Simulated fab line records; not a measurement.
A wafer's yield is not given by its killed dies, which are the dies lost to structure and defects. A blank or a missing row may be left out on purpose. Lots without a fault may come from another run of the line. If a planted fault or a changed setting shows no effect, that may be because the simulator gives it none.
What tool caused it? -- flow nand-harc -- 12 lots, 36 wafers sampled, at 6 steps of a route of 1302

## WHAT EACH GAUGE READ, for each wafer
NHARC_P_CONTACT_CD_MEAS_12 targets a cd of 90 nm.
lot,measured,on,cd-nm (nm)
L347,day 6 04:47,cd-sem-02,89.1 89.4 89.8
L348,day 6 21:10,cd-sem-03,90.3 90.1 89.7
L349,day 7 01:41,cd-sem-01,89.8 90.2 89.8
L354,day 9 05:33,cd-sem-02,97.9 98.1 98.1
L355,day 9 19:31,cd-sem-02,97.5 96.9 97.7
L358,day 10 18:51,cd-sem-02,91.3 91.0 89.8
L361,day 12 04:00,cd-sem-03,90.3 90.0 90.0
L365,day 14 00:36,cd-sem-01,90.9 90.5 89.4
L366,day 14 05:28,cd-sem-01,91.1 91.8 91.3
L367,day 14 19:16,cd-sem-01,89.3 88.7 89.0
L368,day 15 03:53,cd-sem-03,89.9 90.2 90.4
L369,day 15 07:23,cd-sem-03,89.0 89.3 88.8

NHARC_P_CONTACT_INSPECT_27.
lot,measured,on,raw-defect-count
L347,day 6 08:02,defect-inspect-01,119 340 148
L348,day 7 00:31,defect-inspect-01,200 267 345
L349,day 7 05:01,defect-inspect-02,331 218 252
L354,day 9 09:20,defect-inspect-01,251 338 189
L355,day 9 22:58,defect-inspect-02,188 251 292
L358,day 10 22:07,defect-inspect-02,294 253 390
L361,day 12 07:48,defect-inspect-01,298 241 207
L365,day 14 03:53,defect-inspect-02,156 185 232
L366,day 14 08:43,defect-inspect-01,220 349 174
L367,day 14 22:33,defect-inspect-01,132 176 132
L368,day 15 07:08,defect-inspect-02,193 236 155
L369,day 15 10:43,defect-inspect-01,263 226 230

NHARC_END_SORT_01.
lot,measured,on,killed-at-array,killed-at-other,killed-at-periphery,killed-dies,killed-open,killed-short
L354,day 27 12:19,prober-02,35 51 49,0 0 0,10 6 6,45 57 55,5 3 2,2 2 5
L355,day 29 05:36,prober-01,81 81 64,2 1 1,8 4 13,91 86 78,3 6 5,2 1 2

## WHICH TOOL RAN EACH LOT (tool, then ch and the chambers of the sampled wafers, then the start)
lot,NHARC_P_GATE_DEGAS_109,NHARC_P_CONTACT_DEP_00,NHARC_P_CONTACT_PEB_10
L347,"pvd-sputter-01, day 6 02:13","pecvd-03 ch 1,2, day 6 04:41 or earlier","litho-track-06 ch 0, day 6 04:41"
L348,"pvd-sputter-01, day 6 18:44","pecvd-04 ch 0,1, day 6 21:05 or earlier","litho-track-01 ch 0, day 6 21:05"
L349,"pvd-sputter-02, day 6 23:08","pecvd-01 ch 0,1, day 7 01:37 or earlier","litho-track-04 ch 0, day 7 01:37"
L354,"pvd-sputter-03, day 9 02:46","pecvd-01 ch 0,1, day 9 04:22","litho-track-06 ch 0, day 9 05:28"
L355,"pvd-sputter-01, day 9 16:58","pecvd-04 ch 0,1, day 9 19:26 or earlier","litho-track-06 ch 0, day 9 19:26"
L358,"pvd-sputter-02, day 10 16:17","pecvd-04 ch 0,2, day 10 18:46 or earlier","litho-track-04 ch 0, day 10 18:46"
L361,"pvd-sputter-03, day 12 01:34","pecvd-01 ch 0,1,2, day 12 03:55 or earlier","litho-track-01 ch 0, day 12 03:55"
L365,"pvd-sputter-03, day 13 22:10","pecvd-03 ch 0,1,2, day 14 00:31 or earlier","litho-track-04 ch 0, day 14 00:31"
L366,"pvd-sputter-03, day 14 02:46","pecvd-03 ch 0,1,2, day 14 05:23 or earlier","litho-track-04 ch 0, day 14 05:23"
L367,"pvd-sputter-01, day 14 16:41","pecvd-03 ch 0,1, day 14 19:11 or earlier","litho-track-06 ch 0, day 14 19:11"
L368,"pvd-sputter-02, day 15 01:08","pecvd-04 ch 1,2, day 15 03:48 or earlier","litho-track-06 ch 0, day 15 03:48"
L369,"pvd-sputter-01, day 15 04:50","pecvd-04 ch 1,2, day 15 07:19 or earlier","litho-track-01 ch 0, day 15 07:19"
- NHARC_P_GATE_DEGAS_109: time 60 s.
- NHARC_P_CONTACT_DEP_00: deposits SiO2, target thk 500 nm.
- NHARC_P_CONTACT_PEB_10: peb time 65 s.

## WHAT THE TOOLS THEMSELVES READ (means of the sampled wafers that have a number; where no wafer has one, the mark that the record gives instead)
NHARC_P_GATE_DEGAS_109.
lot,tool,heater-power-w (W),susceptor-temp-C (C)
L347,pvd-sputter-01,401,299.83
L348,pvd-sputter-01,402,300.16
L349,pvd-sputter-02,473,300.11
L354,pvd-sputter-03,455,300.11
L355,pvd-sputter-01,434,299.81
L358,pvd-sputter-02,493,299.90
L361,pvd-sputter-03,492,-
L365,pvd-sputter-03,436,300.08
L366,pvd-sputter-03,467,300.02
L367,pvd-sputter-01,498,299.91
L368,pvd-sputter-02,514,299.97
L369,pvd-sputter-01,397,300.00

NHARC_P_CONTACT_DEP_00.
lot,tool,chamber-pressure-Torr (Torr),heater-power-w (W),susceptor-temp-C (C),throttle-valve-pct (%)
L347,pecvd-03,6.496,618,399.98,16.1
L348,pecvd-04,6.512,520,400.08,15.3
L349,pecvd-01,6.503,531,399.81,15.8
L354,pecvd-01,6.513,543,399.97,15.7
L355,pecvd-04,6.512,552,400.19,15.4
L358,pecvd-04,6.489,530,400.15,15.5
L361,pecvd-01,6.499,508,399.76,16.4
L365,pecvd-03,6.495,568,400.07,16.1
L366,pecvd-03,6.499,560,399.89,16.3
L367,pecvd-03,6.498,438,399.98,16.0
L368,pecvd-04,6.486,596,400.48,15.8
L369,pecvd-04,6.491,578,399.83,15.7

NHARC_P_CONTACT_PEB_10.
lot,tool,resist-line-temp-C (C)
L347,litho-track-06,23.10
L348,litho-track-01,23.10
L349,litho-track-04,22.83
L354,litho-track-06,22.97
L355,litho-track-06,23.00
L358,litho-track-04,23.05
L361,litho-track-01,23.07
L365,litho-track-04,22.97
L366,litho-track-04,22.92
L367,litho-track-06,22.87
L368,litho-track-06,23.04
L369,litho-track-01,22.97

## THE ANSWER, worked out from the rows above alone
Rule: what is usual is taken from the lots themselves. The widest of any qualifying gaps counts: lots, ordered by their means at a reading, are off when they make up no more than a third of the lots, leave a main group of 4 or more, and stand apart from it by 3 or more times the standard deviation of that group's means. The tables above print the reading to a certain number of digits; a main group whose means all agree to those digits is not used. A lot without any number at a reading at which 4 lots or more have one is off too. All remaining lots with rows at the step are treated as sound. The gauges are gone through in route order, then the tools' own readings, and for those a lot's mean is taken as printed above. At the first step where some lot is off, the reading lying furthest off is the one used; lots without a number count as furthest.
Off at NHARC_P_CONTACT_CD_MEAS_12 (cd-nm): L354, L355. Mean 90.0 nm and standard deviation 0.69 in the main group.
If a tool, at a process step before that reading, ran all the lots that are off and no sound lot after the first of them, it fits. The gauges at NHARC_P_CONTACT_CD_MEAS_12 are tried like those tools. NHARC_P_CONTACT_DEP_00: start missing for some lots; hours and lot order therefore follow NHARC_P_CONTACT_PEB_10. Of those tried, none fits.

## WHAT THE SIMULATOR HAD PUT IN
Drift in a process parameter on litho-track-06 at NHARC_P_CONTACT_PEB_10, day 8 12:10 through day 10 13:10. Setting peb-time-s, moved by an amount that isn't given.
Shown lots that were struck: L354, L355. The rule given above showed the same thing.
